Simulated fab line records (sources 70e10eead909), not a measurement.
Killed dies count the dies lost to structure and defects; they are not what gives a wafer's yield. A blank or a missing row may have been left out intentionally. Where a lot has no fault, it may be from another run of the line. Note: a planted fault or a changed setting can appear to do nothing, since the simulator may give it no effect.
Matching of chambers | flow nand-harc | NHARC_P_BONDPAD_ACTIVATE_29 on rie-diel-01: 4 sister chambers
The step chemistry N2, time 60 s. 24 wafers are shown with their chamber, then 12 later ones without.

EACH WAFER AND ITS CHAMBER
wafer  | chamber | showerhead-plenum-p-Torr (Torr) | drypump-motor-current-A (A) | oes-product-au (a.u.)
L078.1 | 0       | 1.89                            | 5.8                         | 0.990
L078.4 | 1       | 1.77                            | 5.6                         | 0.992
L078.5 | 1       | 1.77                            | 5.6                         | 0.981
L079.3 | 1       | 1.77                            | 5.6                         | 0.993
L079.4 | 1       | 1.77                            | 5.6                         | 0.983
L079.6 | 2       | 1.75                            | 5.8                         | 0.992
L080.2 | 1       | 1.77                            | 5.6                         | 0.982
L080.3 | 2       | 1.75                            | 5.7                         | 1.000
L080.4 | 2       | 1.75                            | 5.7                         | 1.012
L080.1 | 0       | 1.89                            | 5.8                         | 1.000
L080.5 | 1       | 1.77                            | 5.6                         | 0.989
L080.6 | 0       | 1.89                            | 5.8                         | 1.002
L082.1 | 2       | 1.75                            | 5.7                         | 0.999
L082.3 | 3       | 1.64                            | 5.2                         | 1.002
L082.6 | 1       | 1.77                            | 5.6                         | 0.984
L083.2 | 0       | 1.89                            | 5.8                         | 1.001
L083.5 | 1       | 1.77                            | 5.6                         | 0.992
L083.6 | 0       | 1.89                            | 5.7                         | 0.999
L083.1 | 2       | 1.75                            | 5.7                         | 1.006
L083.3 | 1       | 1.77                            | 5.6                         | 1.000
L083.4 | 2       | 1.75                            | 5.7                         | 1.004
L086.2 | 3       | 1.65                            | 5.1                         | 0.985
L086.5 | 3       | 1.65                            | 5.2                         | 0.985
L086.6 | 2       | 1.75                            | 5.7                         | 0.983

SIGNATURES (means of the wafers above)
reading                  | chamber 0 | chamber 1 | chamber 2 | chamber 3 | scatter within a chamber
showerhead-plenum-p-Torr | 1.8900    | 1.7700    | 1.7500    | 1.6467    | 0.00183
drypump-motor-current-A  | 5.780     | 5.600     | 5.714     | 5.167     | 0.0341
oes-product-au           | 0.99840   | 0.98844   | 0.99943   | 0.99067   | 0.00762
Rule: a wafer lies at a distance from a chamber equal to the root of the sum of squares, over the readings, of (its reading less the chamber's mean, divided by the reading's scatter). If the next closest chamber is less than 2 further off than the closest, the wafer can't be placed; otherwise it belongs to the closest. The scatter is the square root of a quotient: the sum, over the shown wafers, of each reading's squared deviation from its chamber's mean, divided by wafers minus chambers.

WAFERS MISSING THEIR CHAMBER
wafer  | showerhead-plenum-p-Torr (Torr) | drypump-motor-current-A (A) | oes-product-au (a.u.)
L088.2 | 1.77                            | 5.6                         | 0.994
L088.5 | 1.77                            | 5.6                         | 0.994
L088.6 | 1.75                            | 5.7                         | 0.999
L090.1 | 1.64                            | 5.1                         | 1.001
L090.2 | 1.89                            | 5.8                         | 0.990
L090.4 | 1.75                            | 5.7                         | 0.992
L096.1 | 1.64                            | 5.1                         | 1.005
L096.3 | 1.75                            | 5.7                         | 1.008
L096.5 | 1.64                            | 5.1                         | 1.007
L096.2 | 1.77                            | 5.6                         | 1.008
L096.4 | 1.89                            | 5.7                         | 1.002
L096.6 | 1.89                            | 5.8                         | 1.001

THE CHAMBER EACH PASSED THROUGH
wafer  | from the rows above | in truth
L088.2 | 1                   | 1
L088.5 | 1                   | 1
L088.6 | 2                   | 2
L090.1 | 3                   | 3
L090.2 | 0                   | 0
L090.4 | 2                   | 2
L096.1 | 3                   | 3
L096.3 | 2                   | 2
L096.5 | 3                   | 3
L096.2 | 1                   | 1
L096.4 | 0                   | 0
L096.6 | 0                   | 0
Correct placement for 12 of the 12. From these rows, 0 cannot be placed. Wrongly placed: 0.
